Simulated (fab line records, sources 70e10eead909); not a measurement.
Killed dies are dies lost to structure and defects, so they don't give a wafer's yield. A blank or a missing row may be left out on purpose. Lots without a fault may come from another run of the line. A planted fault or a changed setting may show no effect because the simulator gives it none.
fab line records | flow nand_harc
record lots=24 wafers=72 last_day=34
route steps=1302 shown A_CHANNEL_FILL_D2@627 A_STAIRCASE@653
lots that met no fault: from a run of the same line without faults
start_h: hours from the record's first day to the start of the lot's first wafer shown | wait_h: hours since the lot's step before | " the same as in the row above | L1.1+2: a row that stands for several wafers | - no value, or no start given | * or withheld: withheld | < > ~ a bound
route shown NAME@n: a module of which the file shows steps, and the number in the route of the first | usual: mean/standard deviation of fault-free wafers | same: alike in all rows | chamber/n: place in a boat | sites: the reading at each site | _std_site: their standard deviation | _edge_site: outer sites' mean less inner sites' | radius_mm: how far each site lies from the wafer's centre | mask NAME#n: copy n | behind: the tool/chamber that last shaped the wafer | hold: why the lot was held/for how many hours/how that ended | device: the transistor (n, p or np) that didn't switch | end of line: the same wafers' tests at the end of the route | a step without rows: its recipe alone | killed: dies lost to structure and defects at the first sort, not the wafer's yield | map: a wafer's dies, x killed, . not, _ none there
set.NAME: the setting as run; set.NAME@STEP: as run at that earlier step | model.NAME: the simulator's own value behind a step, which no gauge read
steps of the route over a sample of lots; a table a step, a row a wafer
services: from which hour (start_h, from the record's first day; less than 0 if before it) a tool's chamber was out of use, for how many hours, and why
## steps
# step NHARC_A_CHANNEL_FILL_D2_ALD_25
# recipe target_thk_a=600 pulse_time_s=10 ald_cycles=600 temp_c=300 material=SiOx
# usual heater_power_w=460/60 precursor_pulse_height_rel=1.000/0.019
# columns lot.wafer tool chamber start_h wait_h heater_power_w precursor_pulse_height_rel since_wet_clean_h
L074.2 ald_hk-02 3 337.25 0.1 424 1.029 158
L074.3 " 2 339.12 1.9 507 1.007 160
L074.5 " 0 340.37 3.2 558 0.964 -
L075.2 ald_hk-01 0 346.29 0.7 463 0.964 37
L075.4 " 1 " " 518 1.029 37
L075.1 " 2 " " 525 1.002 38
L076.1 ald_hk-01 0 358.80 0.1 464 0.989 49
L076.2 " 3 360.65 1.9 339 0.984 51
L076.6 " 0 " " 453 1.015 -
L077.2 ald_hk-03 1 360.65 1.9 411 1.028 139
L077.6 " 2 " " 485 0.993 -
L077.5 " 3 " " 481 1.044 -
L078.3 ald_hk-01 2 376.33 0.1 532 1.010 67
L078.2 " 0 377.56 1.3 461 1.015 68
L078.6 " 2 378.78 2.5 536 1.044 -
L079.3 ald_hk-02 0 376.98 0.7 549 0.978 19
L079.1 " 1 " " 428 1.007 20
L079.6 " 3 378.80 2.5 432 0.999 -
L080.2 ald_hk-01 1 399.48 0.1 505 1.004 90
L080.3 " 0 401.31 1.9 457 0.992 92
L080.5 " 1 " " 510 1.002 -
L082.2 ald_hk-01 0 410.95 0.7 453 1.008 102
L082.3 " 1 " " 502 1.034 102
L082.4 " 2 " " 530 0.990 103
L081.3 ald_hk-03 2 412.20 1.9 423 0.996 11
L081.5 " 3 " " 476 0.993 -
L081.6 " 0 " " 437 1.005 -
L083.2 ald_hk-01 1 431.35 1.9 497 1.021 122
L083.5 " 2 " " 534 1.032 -
L083.6 " 3 " " 342 1.003 -
L084.2 ald_hk-03 3 444.07 0.7 490 0.990 43
L084.1 " 0 " " 437 0.991 43
L084.4 " 1 " " 425 0.987 44
L085.1 ald_hk-02 3 454.53 0.7 420 0.988 97
L085.3 " 0 " " 557 0.957 97
L085.6 " 3 456.97 3.1 418 1.005 -
L087.3 ald_hk-02 3 467.17 0.0 429 0.983 109
L087.4 " 2 469.03 1.9 466 0.991 111
L087.6 " 0 470.28 3.2 554 0.992 -
L086.1 ald_hk-01 0 467.80 0.7 466 1.003 158
L086.6 " 3 469.65 2.5 349 0.972 -
L086.5 " 0 " " 457 1.017 -
L088.3 ald_hk-01 2 476.95 1.3 535 1.016 168
L088.6 " 0 478.18 2.5 466 1.008 -
L088.5 " 1 " " 516 1.028 -
L091.1 ald_hk-01 2 497.20 0.1 526 1.012 9
L091.2 " 3 " " 362 0.972 10
L091.3 " 1 499.04 1.9 513 0.993 11
L089.3 ald_hk-02 2 497.81 0.7 476 1.004 140
L089.4 " 3 " " 421 1.017 141
L089.6 " 1 499.66 2.5 436 1.007 -
L090.2 ald_hk-03 1 498.42 1.3 412 0.995 97
L090.4 " 2 " " 443 0.997 98
L090.5 " 0 500.27 3.1 428 0.989 -
L092.4 ald_hk-02 3 514.48 0.0 435 1.004 157
L092.5 " 3 516.97 2.5 417 1.017 -
L092.6 " 0 " " 555 0.990 -
L093.1 ald_hk-03 1 524.98 0.1 425 0.986 124
L093.4 " 3 526.22 1.3 475 1.032 125
L093.3 " 0 " " 442 1.014 126
L094.2 ald_hk-01 3 533.32 0.1 340 0.990 45
L094.1 " 0 " " 450 0.991 46
L094.3 " 2 535.16 1.9 518 0.990 47
L095.4 ald_hk-02 2 559.60 1.9 449 1.013 24
L095.6 " 3 " " 400 1.000 -
L095.5 " 0 " " 570 1.028 -
L097.3 ald_hk-01 1 570.14 0.1 524 0.993 82
L097.2 " 0 571.98 1.9 442 1.022 84
L097.5 " 1 " " 510 1.009 -
L096.2 ald_hk-02 1 573.81 3.7 445 1.007 38
L096.3 " 0 575.66 5.6 566 0.985 40
L096.6 " 2 576.90 6.8 451 1.014 -
# step NHARC_A_STAIRCASE_STRIP_171
# recipe power_w=1500 temp_c=250 chemistry=O2
# usual drypump_motor_current_A=5.59/0.22 heater_power_w=338/17
# columns lot.wafer tool chamber start_h wait_h drypump_motor_current_A heater_power_w rf_hours_counter_h
L074.2 plasma_asher-02 1 351.65 - 5.99 304 20
L074.3 " 0 " " 5.40 361 -
L074.5 " 1 " " 5.99 316 -
L075.2 plasma_asher-02 1 358.96 - 5.97 314 21
L075.1 " 0 " " 5.39 366 21
L075.4 " 0 " " 5.39 367 -
L077.2 plasma_asher-02 0 371.93 - 5.40 358 24
L077.6 " 0 " " 5.42 364 -
L077.5 " 1 " " 6.03 319 -
L076.2 plasma_asher-01 1 372.09 - 5.47 348 5
L076.1 " 0 " " 5.48 342 5
L076.6 " 1 " " 5.47 351 -
L079.1 plasma_asher-02 1 389.59 - 5.93 315 28
L079.3 " 1 " " 5.98 313 -
L079.6 " 0 " " 5.40 348 -
L078.2 plasma_asher-01 1 389.69 - 5.49 346 9
L078.3 " 1 " " 5.52 330 -
L078.6 " 1 " " 5.53 344 -
L080.2 plasma_asher-01 0 412.88 - 5.47 348 13
L080.3 " 1 " " 5.50 350 -
L080.5 " 1 " " 5.49 350 -
L081.3 plasma_asher-02 1 424.76 - 5.95 312 -
L081.6 " 0 " " 5.41 357 -
L081.5 " 1 " " 5.96 317 -
L082.2 plasma_asher-01 0 424.99 - 5.48 359 16
L082.3 " 1 " " 5.49 347 -
L082.4 " 0 " " 5.49 362 -
L083.2 plasma_asher-01 1 442.73 - 5.48 339 22
L083.6 " 1 " " 5.51 352 -
L083.5 " 0 " " 5.47 366 -
L084.1 plasma_asher-01 1 456.79 - 5.47 343 24
L084.2 " 0 " " 5.47 350 24
L084.4 " 1 " " 5.49 345 -
L085.1 plasma_asher-02 0 467.30 - 5.42 351 4
L085.3 " 0 " " 5.44 337 -
L085.6 " 0 " " 5.43 339 -
L086.1 plasma_asher-02 0 480.46 - 5.42 345 6
L086.6 " 0 " " 5.40 351 -
L086.5 " 1 " " 5.99 320 -
L087.3 plasma_asher-01 1 480.82 - 5.49 340 -
L087.4 " 0 " " 5.48 343 -
L087.6 " 0 " " 5.46 352 -
L088.3 plasma_asher-01 1 490.02 - 5.50 344 -
L088.5 " 0 " " 5.50 345 -
L088.6 " 1 " " 5.48 343 -
L090.2 plasma_asher-01 1 510.50 - 5.49 341 34
L090.4 " 1 " " 5.48 348 -
L090.5 " 1 " " 5.49 349 -
L089.3 plasma_asher-02 1 510.70 - 5.99 305 -
L089.4 " 0 " " 5.40 343 -
L089.6 " 1 " " 6.00 320 -
L091.2 plasma_asher-01 1 510.87 - 5.49 340 34
L091.1 " 0 " " 5.49 362 34
L091.3 " 1 " " 5.50 341 -
L092.4 plasma_asher-02 0 528.15 - 5.40 352 -
L092.6 " 0 " " 5.41 345 -
L092.5 " 1 " " 5.96 323 -
L093.1 plasma_asher-02 1 542.02 - 6.01 313 21
L093.3 " 0 " " 5.43 337 -
L093.4 " 1 " " 6.00 317 -
L094.2 plasma_asher-01 1 546.47 - 5.49 326 3
L094.1 " 0 " " 5.47 330 3
L094.3 " 0 " " 5.48 333 -
L095.4 plasma_asher-02 1 571.26 - 6.01 313 -
L095.6 " 1 " " 5.98 317 -
L095.5 " 0 " " 5.41 342 -
L097.2 plasma_asher-02 0 583.52 - 5.39 345 32
L097.3 " 0 " " 5.40 342 -
L097.5 " 0 " " 5.43 346 -
L096.2 plasma_asher-01 1 591.12 - 5.48 325 10
L096.3 " 1 " " 5.48 330 -
L096.6 " 1 " " 5.49 334 -
# step NHARC_A_STAIRCASE_ETCH_17
# recipe target_depth_a=1000 time_s=40.5 ion_energy_ev=400 c4f8_flow_sccm=20 o2_flow_sccm=10 ar_flow_sccm=withheld rf_w=600 bias_w=1000 chemistry=C4F8/O2
# usual oes_product_au=0.944/0.013 rf_vpp_V=895/6.3
# columns lot.wafer tool chamber start_h wait_h oes_product_au rf_hours_counter_h rf_vpp_V
L074.2 rie_diel-05 1 - - 0.930 35 892
L074.3 " 2 " " 0.925 33 892
L074.5 " 1 " " 0.924 - 893
L075.2 rie_diel-05 3 - - 0.918 40 887
L075.1 " 1 " " 0.916 37 894
L075.4 " 2 " " 0.912 35 890
L077.2 rie_diel-11 3 - - 0.944 16 886
L077.6 " 2 " " 0.925 - 889
L077.5 " 3 " " 0.947 - 886
L076.2 rie_diel-11 1 - - 0.944 43 900
L076.1 " 2 " " 0.940 38 889
L076.6 " 2 " " 0.933 - 887
L078.3 rie_diel-11 2 - - 0.936 46 887
L078.2 " 3 " " 0.950 24 885
L078.6 " 3 " " 0.959 - 887
L079.1 rie_diel-04 0 - - 0.952 13 889
L079.3 " 1 " " 0.936 10 905
L079.6 " 2 " " 0.929 - 896
L080.3 rie_diel-11 3 - - 0.955 31 886
L080.2 " 0 " " 0.951 52 893
L080.5 " 3 " " 0.957 - 885
L081.3 rie_diel-05 3 - - 0.945 3 906
L081.5 " 3 " " 0.929 - 906
L081.6 " 0 " " 0.949 - 901
L082.4 rie_diel-11 0 - - 0.953 55 892
L082.3 " 1 " " 0.942 51 900
L082.2 " 2 " " 0.937 55 887
L083.2 rie_diel-05 2 - - 0.928 8 892
L083.6 " 0 " " 0.938 - 900
L083.5 " 1 " " 0.924 - 891
L084.1 rie_diel-05 1 - - 0.938 15 892
L084.2 " 0 " " 0.948 17 901
L084.4 " 0 " " 0.957 - 900
L085.1 rie_diel-04 3 - - 0.950 37 893
L085.3 " 0 " " 0.948 37 888
L085.6 " 3 " " 0.946 - 895
L086.1 rie_diel-11 0 - - 0.943 12 894
L086.6 " 1 " " 0.926 - 901
L086.5 " 2 " " 0.953 - 887
L087.4 rie_diel-05 3 - - 0.959 25 905
L087.3 " 1 " " 0.945 25 892
L087.6 " 3 " " 0.959 - 905
L088.3 rie_diel-05 1 - - 0.947 29 892
L088.6 " 1 " " 0.939 - 891
L088.5 " 2 " " 0.939 - 888
L090.4 rie_diel-04 3 - - 0.947 47 896
L090.2 " 0 " " 0.954 50 887
L090.5 " 2 " " 0.930 - 895
L091.3 rie_diel-11 2 - - 0.959 20 887
L091.1 " 3 " " 0.962 19 905
L091.2 " 0 " " 0.941 20 894
L089.4 rie_diel-05 1 - - 0.923 38 892
L089.3 " 3 " " 0.928 36 904
L089.6 " 0 " " 0.932 - 900
L092.4 rie_diel-05 0 - - 0.959 45 901
L092.6 " 2 " " 0.950 - 890
L092.5 " 3 " " 0.958 - 905
L093.3 rie_diel-04 2 - - 0.955 0 896
L093.1 " 1 " " 0.934 0 903
L093.4 " 1 " " 0.936 - 903
L094.3 rie_diel-05 3 - - 0.951 46 905
L094.2 " 1 " " 0.942 47 892
L094.1 " 2 " " 0.962 32 889
L095.6 rie_diel-04 3 - - 0.946 - 896
L095.4 " 1 " " 0.942 - 902
L095.5 " 2 " " 0.954 - 896
L097.2 rie_diel-04 3 - - 0.945 15 893
L097.3 " 0 " " 0.939 4 889
L097.5 " 2 " " 0.962 - 894
L096.2 rie_diel-05 0 - - 0.953 0 900
L096.3 " 1 " " 0.957 0 891
L096.6 " 3 " " 0.950 - 904
# step NHARC_A_STAIRCASE_ETCH_190
# recipe target_depth_a=1000 time_s=40.5 ion_energy_ev=400 c4f8_flow_sccm=20 o2_flow_sccm=10 ar_flow_sccm=withheld rf_w=600 bias_w=1000 chemistry=C4F8/O2
# usual oes_product_au=0.944/0.01 rf_vpp_V=895/6.2
# columns lot.wafer tool chamber start_h wait_h oes_product_au rf_hours_counter_h rf_vpp_V
L074.2 rie_diel-05 3 - - 0.937 39 886
L074.3 " 1 " " 0.949 36 893
L074.5 " 3 " " 0.946 - 887
L075.2 rie_diel-05 0 - - 0.942 41 899
L075.1 " 2 " " 0.932 37 891
L075.4 " 3 " " 0.926 42 887
L077.2 rie_diel-04 0 - - 0.950 6 889
L077.6 " 3 " " 0.944 - 895
L077.5 " 0 " " 0.964 - 890
L076.1 rie_diel-05 3 - - 0.947 47 888
L076.2 " 0 " " 0.945 46 901
L076.6 " 0 " " 0.945 - 901
L078.3 rie_diel-05 2 - - 0.922 50 890
L078.2 " 3 " " 0.938 53 887
L078.6 " 3 " " 0.935 - 887
L079.3 rie_diel-05 1 - - 0.935 55 892
L079.1 " 2 " " 0.929 51 890
L079.6 " 3 " " 0.931 - 888
L080.3 rie_diel-04 3 - - 0.939 22 895
L080.2 " 0 " " 0.926 19 888
L080.5 " 1 " " 0.945 - 906
L081.3 rie_diel-11 3 - - 0.966 35 886
L081.6 " 2 " " 0.958 - 888
L081.5 " 3 " " 0.963 - 888
L082.4 rie_diel-04 3 - - 0.958 25 895
L082.3 " 0 " " 0.947 23 889
L082.2 " 1 " " 0.957 23 904
L083.2 rie_diel-05 0 - - 0.946 15 900
L083.6 " 1 " " 0.935 - 892
L083.5 " 2 " " 0.944 - 890
L084.4 rie_diel-11 3 - - 0.942 6 905
L084.2 " 1 " " 0.934 5 902
L084.1 " 2 " " 0.951 6 886
L085.3 rie_diel-04 3 - - 0.946 38 894
L085.1 " 0 " " 0.945 38 889
L085.6 " 3 " " 0.949 - 895
L086.1 rie_diel-05 1 - - 0.930 27 891
L086.5 " 3 " " 0.949 - 905
L086.6 " 0 " " 0.940 - 901
L087.3 rie_diel-11 3 - - 0.942 13 906
L087.4 " 1 " " 0.925 13 899
L087.6 " 3 " " 0.939 - 905
L088.3 rie_diel-04 1 - - 0.955 45 905
L088.6 " 2 " " 0.933 - 896
L088.5 " 3 " " 0.959 - 894
L090.4 rie_diel-11 2 - - 0.955 21 887
L090.2 " 3 " " 0.941 20 906
L090.5 " 3 " " 0.936 - 906
L091.3 rie_diel-05 2 - - 0.948 23 890
L091.2 " 3 " " 0.950 36 905
L091.1 " 0 " " 0.954 41 899
L089.4 rie_diel-05 3 - - 0.945 37 905
L089.3 " 1 " " 0.943 39 891
L089.6 " 0 " " 0.945 - 898
L092.4 rie_diel-05 1 - - 0.937 43 890
L092.6 " 1 " " 0.931 - 891
L092.5 " 2 " " 0.953 - 888
L093.1 rie_diel-04 2 - - 0.932 1 896
L093.3 " 3 " " 0.943 1 894
L093.4 " 2 " " 0.930 - 895
L094.1 rie_diel-05 2 - - 0.951 33 888
L094.3 " 3 " " 0.957 47 904
L094.2 " 1 " " 0.951 47 892
L095.5 rie_diel-04 2 - - 0.956 - 895
L095.6 " 3 " " 0.952 - 895
L095.4 " 1 " " 0.948 - 902
L097.2 rie_diel-11 2 - - 0.942 52 886
L097.3 " 3 " " 0.960 49 906
L097.5 " 1 " " 0.940 - 900
L096.2 rie_diel-04 0 - - 0.953 8 888
L096.3 " 1 " " 0.946 20 903
L096.6 " 0 " " 0.949 - 889
# step NHARC_A_STAIRCASE_TRIM_191
# recipe time_s=211.2 o2_flow_sccm=500 ar_flow_sccm=0 bias_w=0 chemistry=O2
# usual drypump_motor_current_A=5.8/0.55 oes_product_au=0.999/0.009 rf_vpp_V=57.6/0.93 showerhead_plenum_p_Torr=3.51/0.17 throttle_valve_pct=17.037/0.0096
# columns lot.wafer tool chamber start_h wait_h drypump_motor_current_A oes_product_au rf_hours_counter_h rf_vpp_V showerhead_plenum_p_Torr throttle_valve_pct
L074.2 rie_diel-05 0 - - 5.5 0.994 39 57.9 3.66 17.034
L074.3 " 1 " " 6.6 0.992 36 57.2 3.44 17.044
L074.5 " 3 " " 4.9 0.982 - 56.5 3.29 17.053
L075.1 rie_diel-05 3 - - 5.0 0.998 42 57.5 3.29 17.023
L075.4 " 0 " " 5.5 0.997 41 56.8 3.66 17.029
L075.2 " 2 " " 6.3 0.998 37 56.4 3.37 17.030
L077.2 rie_diel-04 1 - - 5.4 1.002 4 59.2 3.77 17.048
L077.6 " 2 " " 5.7 0.980 - 58.1 3.54 17.037
L077.5 " 3 " " 6.2 1.001 - 57.1 3.51 17.024
L076.1 rie_diel-05 2 - - 6.3 0.990 43 57.9 3.37 17.027
L076.2 " 3 " " 5.0 0.999 47 56.8 3.28 17.039
L076.6 " 1 " " 6.6 1.003 - 57.4 3.43 17.036
L078.2 rie_diel-05 3 - - 4.9 0.989 53 56.2 3.28 17.033
L078.3 " 2 " " 6.3 0.982 50 58.3 3.36 17.028
L078.6 " 3 " " 5.0 0.994 - 58.1 3.28 17.026
L079.1 rie_diel-05 3 - - 5.0 0.995 54 59.1 3.28 17.047
L079.3 " 1 " " 6.7 0.985 55 58.0 3.43 17.016
L079.6 " 3 " " 5.0 0.993 - 56.6 3.28 17.037
L080.3 rie_diel-04 1 - - 5.3 0.995 18 58.1 3.77 17.031
L080.2 " 2 " " 5.7 0.989 20 57.0 3.54 17.031
L080.5 " 1 " " 5.4 1.002 - 57.0 3.77 17.037
L081.3 rie_diel-11 0 - - 6.4 1.001 56 56.0 3.48 17.053
L081.5 " 1 " " 5.8 1.001 - 57.7 3.64 17.046
L081.6 " 2 " " 5.6 0.988 - 57.3 3.29 17.037
L082.2 rie_diel-04 3 - - 6.3 1.008 25 58.7 3.50 17.033
L082.3 " 1 " " 5.4 1.009 23 58.2 3.76 17.043
L082.4 " 2 " " 5.7 0.995 26 57.6 3.53 17.025
L083.2 rie_diel-05 3 - - 5.0 0.993 11 58.8 3.80 17.046
L083.6 " 0 " " 5.5 1.004 - 59.1 3.64 17.021
L083.5 " 1 " " 6.7 0.998 - 57.2 3.42 17.030
L084.1 rie_diel-11 2 - - 5.6 1.000 6 57.2 3.29 17.032
L084.2 " 3 " " 5.8 1.012 7 59.8 3.81 17.033
L084.4 " 1 " " 5.8 0.998 5 59.8 3.64 17.030
L085.3 rie_diel-04 0 - - 5.2 1.000 38 56.7 3.34 17.027
L085.1 " 2 " " 5.7 0.989 37 58.6 3.53 17.035
L085.6 " 0 " " 5.2 1.010 - 59.1 3.34 17.035
L086.1 rie_diel-05 3 - - 5.0 1.013 26 58.3 3.79 17.047
L086.5 " 3 " " 4.9 1.005 - 57.6 3.79 17.048
L086.6 " 0 " " 5.5 1.013 - 58.6 3.64 17.025
L087.3 rie_diel-11 2 - - 5.5 1.004 13 57.8 3.29 17.038
L087.4 " 0 " " 6.5 0.992 13 58.0 3.47 17.048
L087.6 " 3 " " 5.8 0.993 - 58.5 3.80 17.039
L088.3 rie_diel-04 1 - - 5.4 1.000 45 57.0 3.75 17.049
L088.5 " 0 " " 5.2 1.000 - 58.6 3.33 17.037
L088.6 " 1 " " 5.4 1.006 - 59.3 3.75 17.039
L090.4 rie_diel-11 0 - - 6.4 0.999 22 56.5 3.46 17.031
L090.2 " 2 " " 5.5 1.017 21 57.0 3.28 17.050
L090.5 " 1 " " 5.8 0.982 - 57.3 3.63 17.025
L091.1 rie_diel-05 1 - - 6.6 0.988 38 57.0 3.41 17.024
L091.2 " 2 " " 6.3 1.010 23 58.1 3.35 17.025
L091.3 " 3 " " 5.0 1.011 36 58.7 3.79 17.030
L089.3 rie_diel-05 0 - - 5.5 1.004 42 58.5 3.63 17.028
L089.4 " 3 " " 5.0 1.014 37 58.8 3.79 17.039
L089.6 " 0 " " 5.5 0.999 - 57.9 3.63 17.056
L092.4 rie_diel-05 3 - - 5.0 1.000 42 57.3 3.78 17.025
L092.5 " 2 " " 6.3 1.009 - 57.0 3.35 17.028
L092.6 " 3 " " 5.0 1.017 - 57.4 3.78 17.052
L093.3 rie_diel-04 3 - - 6.3 1.004 1 56.6 3.48 17.032
L093.1 " 2 " " 5.7 0.992 1 57.1 3.51 17.034
L093.4 " 2 " " 5.7 1.001 - 56.8 3.51 17.031
L094.2 rie_diel-05 2 - - 6.3 1.015 33 55.7 3.35 17.050
L094.1 " 3 " " 5.0 1.006 47 59.3 3.78 17.036
L094.3 " 1 " " 6.7 0.994 48 58.1 3.40 17.055
L095.5 rie_diel-04 3 - - 6.3 1.014 - 57.7 3.48 17.033
L095.4 " 1 " " 5.4 1.008 - 58.2 3.73 17.027
L095.6 " 2 " " 5.7 1.013 - 58.3 3.51 17.029
L097.3 rie_diel-11 3 - - 5.8 1.002 49 57.2 3.78 17.031
L097.2 " 0 " " 6.4 1.005 50 58.5 3.45 17.044
L097.5 " 3 " " 5.8 0.996 - 57.5 3.78 17.037
L096.2 rie_diel-04 1 - - 5.4 1.010 20 57.0 3.73 17.029
L096.3 " 3 " " 6.2 1.010 19 58.1 3.47 17.039
L096.6 " 2 " " 5.7 1.003 - 57.4 3.50 17.051
# step NHARC_A_STAIRCASE_TRIM_196
# recipe time_s=211.2 o2_flow_sccm=500 ar_flow_sccm=0 bias_w=0 chemistry=O2
# usual drypump_motor_current_A=5.8/0.58 oes_product_au=1.001/0.0086 rf_vpp_V=57.8/0.9 showerhead_plenum_p_Torr=3.53/0.17 throttle_valve_pct=17.037/0.0089
# columns lot.wafer tool chamber start_h wait_h drypump_motor_current_A oes_product_au rf_hours_counter_h rf_vpp_V showerhead_plenum_p_Torr throttle_valve_pct
L074.2 rie_diel-05 3 357.73 0.1 5.0 1.000 39 57.6 3.29 17.038
L074.3 " 0 " " 5.5 1.010 39 58.4 3.66 17.028
L074.5 " 0 " " 5.5 1.005 - 57.8 3.66 17.036
L075.4 rie_diel-05 0 366.37 0.1 5.5 1.000 42 58.2 3.66 17.029
L075.2 " 1 " " 6.7 1.000 39 59.0 3.44 17.032
L075.1 " 2 " " 6.3 0.990 37 55.8 3.37 17.040
L077.2 rie_diel-04 1 378.37 0.1 5.4 1.011 5 57.9 3.77 17.042
L077.6 " 2 " " 5.7 0.983 - 57.7 3.54 17.025
L077.5 " 3 " " 6.3 1.003 - 58.6 3.51 17.039
L076.1 rie_diel-05 0 378.62 0.1 5.5 0.997 46 57.4 3.66 17.022
L076.2 " 2 " " 6.4 0.983 43 56.8 3.37 17.037
L076.6 " 0 " " 5.5 0.991 - 58.1 3.66 17.035
L078.2 rie_diel-05 2 396.88 0.1 6.3 0.987 50 57.1 3.36 17.037
L078.3 " 3 " " 5.0 0.992 54 57.8 3.28 17.029
L078.6 " 2 " " 6.3 0.991 - 58.7 3.36 17.065
L079.1 rie_diel-04 0 398.32 0.1 5.2 1.007 15 58.1 3.35 17.029
L079.3 " 1 " " 5.3 1.004 14 58.7 3.77 17.045
L079.6 " 3 " " 6.2 1.003 - 56.2 3.50 17.041
L080.2 rie_diel-05 3 419.08 0.1 5.0 1.006 0 58.8 3.81 17.023
L080.3 " 2 " " 6.4 0.999 0 57.2 3.36 17.039
L080.5 " 0 " " 5.5 1.003 - 58.3 3.65 17.043
L081.3 rie_diel-11 0 431.06 0.1 6.4 1.010 56 56.9 3.48 17.042
L081.5 " 3 " " 5.9 1.011 - 57.0 3.28 17.021
L081.6 " 0 " " 6.4 1.007 - 57.7 3.48 17.043
L082.3 rie_diel-04 2 431.36 0.1 5.7 0.979 26 56.4 3.53 17.039
L082.2 " 0 " " 5.2 1.003 23 57.0 3.34 17.045
L082.4 " 1 " " 5.4 0.999 23 57.9 3.76 17.030
L083.2 rie_diel-04 1 450.10 0.1 5.4 1.005 32 60.3 3.76 17.026
L083.5 " 1 " " 5.4 1.009 - 57.9 3.76 17.039
L083.6 " 2 " " 5.7 0.989 - 58.3 3.53 17.041
L084.4 rie_diel-11 0 463.41 0.1 6.4 0.997 6 58.0 3.47 17.045
L084.2 " 1 " " 5.8 0.986 6 56.7 3.64 17.033
L084.1 " 3 " " 5.8 1.004 7 57.3 3.80 17.033
L085.1 rie_diel-05 3 473.62 0.1 5.0 1.003 21 58.9 3.80 17.028
L085.3 " 0 " " 5.5 0.999 25 58.4 3.64 17.035
L085.6 " 3 " " 5.0 0.996 - 59.0 3.80 17.039
L087.3 rie_diel-11 3 487.17 0.1 5.9 0.996 13 57.9 3.80 17.050
L087.4 " 2 " " 5.6 1.001 13 57.9 3.29 17.050
L087.6 " 0 " " 6.4 0.985 - 58.0 3.47 17.035
L086.1 rie_diel-05 3 487.30 0.1 5.0 1.012 26 57.7 3.79 17.027
L086.5 " 2 " " 6.3 1.002 - 56.6 3.36 17.034
L086.6 " 3 " " 5.0 1.013 - 57.7 3.79 17.042
L088.3 rie_diel-05 2 496.51 0.1 6.4 1.012 17 57.4 3.35 17.039
L088.6 " 3 " " 5.0 1.014 - 59.1 3.79 17.028
L088.5 " 0 " " 5.5 1.010 - 58.2 3.63 17.031
L090.4 rie_diel-11 0 517.35 0.1 6.4 1.011 22 57.9 3.46 17.059
L090.2 " 3 " " 5.8 1.011 20 57.4 3.80 17.034
L090.5 " 1 " " 5.8 0.994 - 57.6 3.63 17.024
L091.1 rie_diel-05 3 517.73 0.1 4.9 1.019 36 59.0 3.79 17.041
L091.3 " 0 " " 5.5 1.019 42 58.7 3.63 17.049
L091.2 " 2 " " 6.3 1.005 23 57.0 3.35 17.035
L089.3 rie_diel-05 3 521.15 0.1 5.0 1.005 37 59.3 3.79 17.034
L089.4 " 0 " " 5.5 1.007 43 58.5 3.63 17.039
L089.6 " 2 " " 6.3 1.007 - 58.5 3.35 17.022
L092.4 rie_diel-05 3 534.40 0.1 5.0 1.008 42 58.3 3.78 17.059
L092.6 " 1 " " 6.6 0.991 - 59.6 3.40 17.039
L092.5 " 2 " " 6.3 0.999 - 57.4 3.35 17.035
L093.3 rie_diel-05 2 549.10 0.1 6.3 1.004 32 58.4 3.35 17.032
L093.4 " 0 " " 5.5 1.009 51 57.8 3.62 17.042
L093.1 " 1 " " 6.6 0.998 47 57.1 3.40 17.037
L094.3 rie_diel-11 2 552.74 0.1 5.6 1.011 36 57.7 3.27 17.044
L094.2 " 0 " " 6.4 1.001 37 58.7 3.46 17.023
L094.1 " 1 " " 5.8 0.991 40 59.0 3.62 17.037
L095.4 rie_diel-05 1 577.88 0.1 6.7 1.000 53 58.6 3.40 17.030
L095.5 " 2 " " 6.4 1.004 - 57.3 3.34 17.035
L095.6 " 3 " " 4.9 1.000 - 57.8 3.78 17.029
L097.3 rie_diel-05 0 593.72 0.1 5.5 1.008 1 58.7 3.62 17.040
L097.2 " 1 " " 6.7 1.002 0 57.5 3.40 17.035
L097.5 " 0 " " 5.5 1.016 - 56.6 3.62 17.033
L096.2 rie_diel-04 3 597.51 0.1 6.3 1.010 19 58.4 3.47 17.044
L096.3 " 0 " " 5.2 1.001 8 56.8 3.32 17.035
L096.6 " 3 " " 6.3 1.006 - 58.2 3.47 17.030
## services
# columns tool chamber start_h hours kind
rie_diel-05 - 314.84 0.7 repair
rie_diel-05 2 321.75 7.0 repair
rie_diel-04 0 327.47 4.5 repair
plasma_asher-02 - 328.75 3.6 repair
plasma_asher-02 - 332.96 3.0 repair
plasma_asher-01 - 342.13 9.0 pm
ald_hk-02 - 349.01 10.0 pm
rie_diel-04 - 354.97 9.0 pm
rie_diel-04 - 365.64 0.3 repair
plasma_asher-01 - 376.97 1.6 repair
rie_diel-05 0 386.85 20.6 repair
ald_hk-01 - 404.67 0.7 repair
rie_diel-05 - 406.65 9.0 pm
plasma_asher-02 - 431.22 9.0 pm
rie_diel-11 - 432.64 9.0 pm
rie_diel-05 2 452.12 16.0 repair
rie_diel-04 0 518.99 65.0 repair
plasma_asher-01 - 519.14 9.0 pm
ald_hk-02 - 527.01 10.0 pm
rie_diel-04 - 533.58 9.0 pm
plasma_asher-01 - 559.61 12.9 repair
ald_hk-03 - 570.75 10.0 pm
plasma_asher-02 - 572.09 6.4 repair
rie_diel-05 - 583.65 9.0 pm
## key
fault none
